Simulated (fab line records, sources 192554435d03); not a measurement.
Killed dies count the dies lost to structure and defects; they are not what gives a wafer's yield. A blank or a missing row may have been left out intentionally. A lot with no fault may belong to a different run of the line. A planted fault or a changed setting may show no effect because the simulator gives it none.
Split-lot study || flow n5 finfet || 21 wafers read across 7 lots, on a route 1938 steps long

ON THE SPLIT
At N5_MOL_CONTACT_COAG_CONTACT_ETCH_14 (etches SiO2 in C4F6/O2, target depth 27.5 nm, overetch 8.5 nm, time 20 s), the setting source w was moved away from the recipe's 370 W on 6 of the 21 wafers read, by -14.7% to +10.6%. This setting was run at the recipe's value on the other wafers.

Reading taken at the split's own step.

THE READING
rf vpp V, in V, at N5_MOL_CONTACT_COAG_CONTACT_ETCH_14 (etches SiO2 in C4F6/O2, target depth 27.5 nm, overetch 8.5 nm, time 20 s). Typical for fault-free wafers on this fab line: 692 V, with standard deviation 3.1 V.

{"wafer": "L077.2", "tool, chamber at the split": "rie diel-01, 3", "source w as run, W": 370, "against the recipe": "recipe", "rf vpp V, V": 690, "against lot-mates on the recipe": "-"}
{"wafer": "L077.4", "tool, chamber at the split": "rie diel-01, 2", "source w as run, W": 370, "against the recipe": "recipe", "rf vpp V, V": 688, "against lot-mates on the recipe": "-"}
{"wafer": "L077.5", "tool, chamber at the split": "rie diel-01, 2", "source w as run, W": 370, "against the recipe": "recipe", "rf vpp V, V": 689, "against lot-mates on the recipe": "-"}
{"wafer": "L078.1", "tool, chamber at the split": "rie diel-04, 3", "source w as run, W": 370, "against the recipe": "recipe", "rf vpp V, V": 692, "against lot-mates on the recipe": "-"}
{"wafer": "L078.2", "tool, chamber at the split": "rie diel-04, 2", "source w as run, W": 315.5, "against the recipe": "-14.7%", "rf vpp V, V": 724, "against lot-mates on the recipe": "+34"}
{"wafer": "L078.3", "tool, chamber at the split": "rie diel-04, 1", "source w as run, W": 370, "against the recipe": "recipe", "rf vpp V, V": 688, "against lot-mates on the recipe": "-"}
{"wafer": "L079.2", "tool, chamber at the split": "rie diel-03, 3", "source w as run, W": 370, "against the recipe": "recipe", "rf vpp V, V": 694, "against lot-mates on the recipe": "-"}
{"wafer": "L079.3", "tool, chamber at the split": "rie diel-03, 1", "source w as run, W": 370, "against the recipe": "recipe", "rf vpp V, V": 697, "against lot-mates on the recipe": "-"}
{"wafer": "L079.6", "tool, chamber at the split": "rie diel-03, 3", "source w as run, W": 409.1, "against the recipe": "+10.6%", "rf vpp V, V": 669, "against lot-mates on the recipe": -26}
{"wafer": "L081.3", "tool, chamber at the split": "rie diel-04, 2", "source w as run, W": 324.9, "against the recipe": "-12.2%", "rf vpp V, V": 718, "against lot-mates on the recipe": "+25"}
{"wafer": "L081.5", "tool, chamber at the split": "rie diel-04, 3", "source w as run, W": 370, "against the recipe": "recipe", "rf vpp V, V": 693, "against lot-mates on the recipe": "-"}
{"wafer": "L081.6", "tool, chamber at the split": "rie diel-04, 0", "source w as run, W": 324.9, "against the recipe": "-12.2%", "rf vpp V, V": 722, "against lot-mates on the recipe": "+29"}
{"wafer": "L093.1", "tool, chamber at the split": "rie diel-04, 2", "source w as run, W": 370, "against the recipe": "recipe", "rf vpp V, V": 691, "against lot-mates on the recipe": "-"}
{"wafer": "L093.3", "tool, chamber at the split": "rie diel-04, 3", "source w as run, W": 370, "against the recipe": "recipe", "rf vpp V, V": 692, "against lot-mates on the recipe": "-"}
{"wafer": "L093.5", "tool, chamber at the split": "rie diel-04, 2", "source w as run, W": 370, "against the recipe": "recipe", "rf vpp V, V": 691, "against lot-mates on the recipe": "-"}
{"wafer": "L095.1", "tool, chamber at the split": "rie diel-04, 3", "source w as run, W": 370, "against the recipe": "recipe", "rf vpp V, V": 691, "against lot-mates on the recipe": "-"}
{"wafer": "L095.2", "tool, chamber at the split": "rie diel-04, 2", "source w as run, W": 370, "against the recipe": "recipe", "rf vpp V, V": 692, "against lot-mates on the recipe": "-"}
{"wafer": "L095.5", "tool, chamber at the split": "rie diel-04, 0", "source w as run, W": 370, "against the recipe": "recipe", "rf vpp V, V": 692, "against lot-mates on the recipe": "-"}
{"wafer": "L096.1", "tool, chamber at the split": "rie diel-04, 3", "source w as run, W": 344.4, "against the recipe": "-6.9%", "rf vpp V, V": 707, "against lot-mates on the recipe": "+15"}
{"wafer": "L096.2", "tool, chamber at the split": "rie diel-04, 0", "source w as run, W": 344.4, "against the recipe": "-6.9%", "rf vpp V, V": 708, "against lot-mates on the recipe": "+16"}
{"wafer": "L096.5", "tool, chamber at the split": "rie diel-04, 3", "source w as run, W": 370, "against the recipe": "recipe", "rf vpp V, V": 692, "against lot-mates on the recipe": "-"}

THE FIT
A straight line over all 21 wafers: rf vpp V changes by -2.25 V for each +1% of source w; r = -0.99; the points scatter about the line by 2.1 V.
The same after taking each lot's own level away (the mean of its wafers on the recipe; 21 wafers): -2.31 V for each +1%; r = -1.00; scatter 1.3 V.
That fit puts the effect of the largest move of source w on the reading at 34 V.
Across the lots, their own levels run from 689.0 to 695.5 V, a range of 2.1 times the standard deviation given above.
Consequently the slope shifts little with the lot-to-lot level, the two slopes agreeing.
Check: with one of the wafers moved furthest among these (-14.7%) left out of the fit, the line predicts +33.6 V for it against its lot-mates. It came out at +34 V against them.
Tool readings at the split's step, against how far the setting was moved: rf vpp V r = -0.99.

OTHER SPLITS ON THESE WAFERS
Other splits were also applied to these wafers ahead of the reading. Each is held against what the fit with the lots' levels taken away leaves over:
{"other split on the same wafers": "N5_SDB_ALD_29 ald cycles", "wafers away from the commonest value": 8, "r with rf vpp V (lot level and that fit taken away)": -0.25}

THE FILE'S OWN FIT
rf vpp V changes by -2.33 V for each +1% of source w, r = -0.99.
